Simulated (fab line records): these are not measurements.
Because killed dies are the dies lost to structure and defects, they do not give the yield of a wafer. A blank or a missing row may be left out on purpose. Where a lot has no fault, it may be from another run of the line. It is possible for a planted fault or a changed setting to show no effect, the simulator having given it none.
Matching of chambers / flow n5 finfet / N5_BEOL_M10_CURE_72 on uv cure-02: 3 sister chambers
The step cures SiCOH lowk, time 120 s. 3 wafers are shown with their chamber, then 11 later ones without.

WAFERS PAIRED WITH THEIR CHAMBERS
wafer=L079.6; chamber=2; wafer_temp_C_max=373.8
wafer=L080.5; chamber=0; wafer_temp_C_max=371.1
wafer=L086.1; chamber=1; wafer_temp_C_max=372.0

WAFERS WHOSE CHAMBER IS MISSING
wafer=L086.3; wafer_temp_C_max=372.3
wafer=L086.4; wafer_temp_C_max=372.0
wafer=L090.1; wafer_temp_C_max=371.3
wafer=L090.4; wafer_temp_C_max=371.4
wafer=L090.5; wafer_temp_C_max=371.2
wafer=L093.1; wafer_temp_C_max=370.8
wafer=L093.4; wafer_temp_C_max=371.5
wafer=L093.6; wafer_temp_C_max=370.8
wafer=L094.1; wafer_temp_C_max=372.3
wafer=L094.5; wafer_temp_C_max=374.3
wafer=L094.6; wafer_temp_C_max=372.8

WHICH CHAMBER EACH WENT THROUGH
wafer=L086.3; from the rows above=1; in truth=1
wafer=L086.4; from the rows above=1; in truth=1
wafer=L090.1; from the rows above=can't be placed: 0 or 1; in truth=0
wafer=L090.4; from the rows above=can't be placed: 0 or 1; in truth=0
wafer=L090.5; from the rows above=can't be placed: 0 or 1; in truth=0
wafer=L093.1; from the rows above=0; in truth=0
wafer=L093.4; from the rows above=can't be placed: 0 or 1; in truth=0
wafer=L093.6; from the rows above=0; in truth=0
wafer=L094.1; from the rows above=1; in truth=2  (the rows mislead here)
wafer=L094.5; from the rows above=2; in truth=2
wafer=L094.6; from the rows above=can't be placed: 1 or 2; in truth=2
5 of 11 placed correctly. From these rows, 5 cannot be placed; in 5 the true chamber is one of the candidates. Number placed wrongly: 1.
How it was worked out, from the rows above alone: a wafer's distance from a chamber is the root of the sum, over the readings, of the square of ((its reading less the chamber's mean) divided by the reading's scatter). The wafer belongs to the nearest chamber; if the next one is less than 2 further off, it can't be placed. The mean given for a chamber averages the wafers shown for that chamber. The scatter: root of mean squared gap, hidden wafer to nearest shown wafer, with one shown wafer a chamber.
